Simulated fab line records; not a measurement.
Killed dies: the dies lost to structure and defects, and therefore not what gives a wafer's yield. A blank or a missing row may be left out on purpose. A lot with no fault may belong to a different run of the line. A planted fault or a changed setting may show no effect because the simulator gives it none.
What tool caused it? / flow n5 finfet / 7 lots with 21 wafers sampled at 2 steps, on a route of 1938 steps

WHAT THE GAUGES SHOWED, per wafer
N5_BEOL_M5_THK_MEAS_01.
lot=L808; measured=day 8 20:25; on=film metro-01; M5_ILD_THK (nm)=118.8 121.8 120.1
lot=L812; measured=day 9 16:36; on=film metro-01; M5_ILD_THK (nm)=121.2 122.5 123.6
lot=L816; measured=day 10 12:07; on=film metro-02; M5_ILD_THK (nm)=122.2 125.5 124.1
lot=L818; measured=day 10 22:20; on=film metro-02; M5_ILD_THK (nm)=120.8 120.3 120.3
lot=L821; measured=day 12 01:55; on=film metro-01; M5_ILD_THK (nm)=118.7 120.7 121.6
lot=L823; measured=day 12 15:40; on=film metro-02; M5_ILD_THK (nm)=123.0 120.1 123.7
lot=L829; measured=day 13 21:52; on=film metro-02; M5_ILD_THK (nm)=118.2 120.5 120.5

TOOL THAT RAN EACH LOT (tool first, then ch and the chambers of the sampled wafers, then the start)
lot=L808; N5_BEOL_M4_CO_CAP_55=cvd co-02 ch 0,1,2, day 8 17:46
lot=L812; N5_BEOL_M4_CO_CAP_55=cvd co-01 ch 1,2, day 9 14:47
lot=L816; N5_BEOL_M4_CO_CAP_55=cvd co-02 ch 1,2, day 10 09:52
lot=L818; N5_BEOL_M4_CO_CAP_55=cvd co-02 ch 1,2, day 10 20:34
lot=L821; N5_BEOL_M4_CO_CAP_55=cvd co-02 ch 0,1,2, day 11 23:39
lot=L823; N5_BEOL_M4_CO_CAP_55=cvd co-01 ch 0,1, day 12 13:54
lot=L829; N5_BEOL_M4_CO_CAP_55=cvd co-01 ch 0,1, day 13 19:20
- N5_BEOL_M4_CO_CAP_55: material Co, precursor CCTBA/H2, target thk 2 nm, time 102.1 s.

THE ANSWER, worked out from the rows above alone
Rule: the usual values come from the lots themselves. Put in order of their means at a reading, lots are off if they are a third of the lots or fewer, leave a main group of 4 or more, and stand apart from it by a gap of 3 or more times the standard deviation of the main group's means; of several such gaps the widest counts. If all means in a main group match to the digits the tables above print for the reading, that group is not used. A lot without any number at a reading at which 4 lots or more have one is off too. The other lots that the step has rows for count as sound.
Nothing can be told from this: no lot is off at any reading shown.

WHAT HAD BEEN PUT IN BY THE SIMULATOR
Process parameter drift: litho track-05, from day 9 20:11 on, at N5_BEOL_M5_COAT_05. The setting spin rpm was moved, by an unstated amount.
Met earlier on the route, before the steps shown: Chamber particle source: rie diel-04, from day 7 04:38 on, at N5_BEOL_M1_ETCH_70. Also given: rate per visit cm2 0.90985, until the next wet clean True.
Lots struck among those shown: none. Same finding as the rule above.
